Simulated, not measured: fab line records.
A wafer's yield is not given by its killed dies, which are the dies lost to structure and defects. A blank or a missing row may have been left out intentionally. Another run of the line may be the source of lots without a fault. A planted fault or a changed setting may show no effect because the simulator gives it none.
A lot that was struck, set against a sound lot :: flow n5-finfet :: 16 steps out of a route of 1938
Sound: the wafers L618.3, L618.4, L618.6. Struck: wafer L613.3 (L613.5, L613.6, from the same lot, were not struck and are left out); the cause is given at the end.
Per side, at each step with rows, come the tool, then ch with its chambers, and then its first start. Under that, the readings that differ: sound wafers :: struck wafers :: difference of the means :: sigmas: that difference in standard deviations of wafers without a fault.
alike: readings whose means differ by less than 2 such deviations, and words and numbers that are the same on both sides. not compared: withheld readings, readings that some wafer has no value for, bounds like >300 that may hide the same value, and numbers for which the record gives no deviation and whose values overlap.
The two part at a step that has a row with sigmas, a row that says differs or no value, or rows on one side only. When numbers do not overlap yet have no deviation, they are printed without sigmas and do not part them. A reading that every wafer of one side lacks parts them only if that side has two wafers or more.

first, 4 steps without rows for these wafers: N5_BEOL_M10_HM_STRIP_39 (strips TiN in peroxide tin strip, target depth 25 nm, time 158 s); N5_BEOL_M10_SRD_40 (time 30 s); N5_BEOL_M10_PRECLEAN_42 (cleans in residue remover, time 60 s); N5_BEOL_M10_SRD_43 (time 30 s).
N5_BEOL_M10_CD_MEAS_35: the cd target is 70 nm.
  sound: cd-sem-01 at day 14 02:23; struck: cd-sem-01 at day 12 19:50
  alike: cd-nm
then, 1 step without rows for these wafers: N5_BEOL_M10_CURE_72 (cures SiCOH lowk, time 120 s).
N5_BEOL_M10_DEGAS_44: time 60 s.
  sound: pvd-sputter-02 at day 14 02:52; struck: pvd-sputter-02 at day 12 20:22
  alike: heater-power-w
N5_BEOL_M10_PRE_CLEAN_45: time 30 s.
  sound: pvd-sputter-02 at day 14 02:54; struck: pvd-sputter-02 at day 12 20:24
  alike: heater-power-w
N5_BEOL_M10_ALD_74: deposits TaN, target thk 2 nm, pulse time 2 s, purge time 3 s.
  sound on ald-metal-03 ch 0,2,3, day 14 02:58; struck on ald-metal-02 ch 1, day 12 20:28
  alike: heater-power-outer-w, heater-power-w
then, 2 steps without rows for these wafers: N5_BEOL_M10_SURFACE_TREAT_76; N5_BEOL_M10_CVD_75 (deposits Co from CCTBA/H2, target thk 2 nm, time 138.9 s).
N5_BEOL_M10_SPUTTER_48: material Cu, target thk 12 nm, time 2 s.
  sound: pvd-sputter-02 at day 14 03:35; struck: pvd-sputter-02 at day 12 23:04
  alike: throttle-valve-pct
N5_BEOL_M10_ECD_50: material Cu, target thk 318 nm.
  sound on ecd-cu-01 ch 0,1, day 14 03:43; struck on ecd-cu-02 ch 0, day 12 23:13
reading: model.Cu_of_BEOL_M10_ECD_50.thk-nm (nm)
sound: 319.6 318.4 312.6
struck: 212.4
difference: -104.5
sigmas: 
N5_BEOL_M10_ANNEAL_51: time 90 s.
  sound on rtp-anneal-02 ch 0, day 14 04:04; struck on rtp-anneal-01 ch 0, day 12 23:23
  alike: wafer_temp_C_max
N5_BEOL_M10_CMP_52: polishes, stops on SiCOH lowk, t overpolish 7 s, target thk 140 nm.
  sound on cmp-04 ch 0,2,3, day 14 04:21; struck on cmp-01 ch 0, day 12 23:35
reading: time-to-endpoint-s (s)
sound: 65.7 63.7 62.8
struck: 41.3
difference: -22.8
sigmas: -9
  alike: clearing-platen-down-force-psi, motor-current-A
N5_BEOL_M10_THK_MEAS_53: measures by xrf.
  sound: film-metro-02 at day 14 04:34; struck: film-metro-01 at day 12 23:53
  alike: M10_THK

== WHERE THEY PART ==
Within this record, at N5_BEOL_M10_CMP_52 only. Later steps at which nothing parts them and some readings are alike: N5_BEOL_M10_THK_MEAS_53.

WHY: the cause the simulator had injected
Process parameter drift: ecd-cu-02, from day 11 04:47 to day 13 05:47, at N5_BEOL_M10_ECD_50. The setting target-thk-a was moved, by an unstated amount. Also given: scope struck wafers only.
